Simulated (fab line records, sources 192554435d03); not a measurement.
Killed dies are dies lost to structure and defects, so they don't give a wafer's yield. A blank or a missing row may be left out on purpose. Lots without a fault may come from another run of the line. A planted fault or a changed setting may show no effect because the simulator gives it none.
Chamber matching | flow n5_finfet | N5_FIN_SAQP_FIN_ETCH_36 on rie_si-06: 4 sister chambers
The step etches the open film in HBr/Cl2/O2, target depth 120 nm, time 50.4 s. 8 wafers are shown with their chamber, then 8 later ones without.

WAFERS WITH THEIR CHAMBER
wafer  | chamber | drypump_motor_current_A (A) | oes_product_au (a.u.)
L077.6 | 2       | 5.9                         | 0.982
L080.1 | 1       | 5.7                         | 1.013
L080.3 | 2       | 5.8                         | 0.972
L080.4 | 0       | 5.8                         | 1.015
L085.1 | 1       | 5.7                         | 1.005
L085.2 | 3       | 5.7                         | 1.026
L085.6 | 0       | 5.8                         | 1.020
L086.2 | 3       | 5.7                         | 1.021

WAFERS WITHOUT THEIR CHAMBER
wafer  | drypump_motor_current_A (A) | oes_product_au (a.u.)
L086.5 | 5.7                         | 1.013
L086.6 | 5.8                         | 1.021
L088.1 | 5.8                         | 0.978
L088.2 | 5.8                         | 1.002
L088.3 | 5.7                         | 1.029
L096.4 | 5.7                         | 1.029
L096.5 | 5.8                         | 1.019
L096.6 | 5.7                         | 1.024

WHICH CHAMBER EACH WENT THROUGH
wafer  | from the rows above     | in truth
L086.5 | can't be placed: 1 or 3 | 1
L086.6 | 0                       | 0
L088.1 | 2                       | 2
L088.2 | can't be placed: 0 or 1 | 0
L088.3 | 3                       | 3
L096.4 | 3                       | 3
L096.5 | 0                       | 0
L096.6 | 3                       | 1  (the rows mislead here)
Placed correctly: 5 of 8. Can't be placed from these rows: 2 (the true chamber is among the candidates in 2). Placed wrongly: 1.
How it was worked out, from the rows above alone: a wafer's distance from a chamber is the root of the sum, over the readings, of the square of ((its reading less the chamber's mean) divided by the reading's scatter). The wafer belongs to the nearest chamber; if the next one is less than 2 further off, it can't be placed. A chamber's mean is the mean of its shown wafers. The scatter: the root of (the sum of the squares of (reading less its chamber's mean) over the shown wafers, divided by (wafers less chambers)).
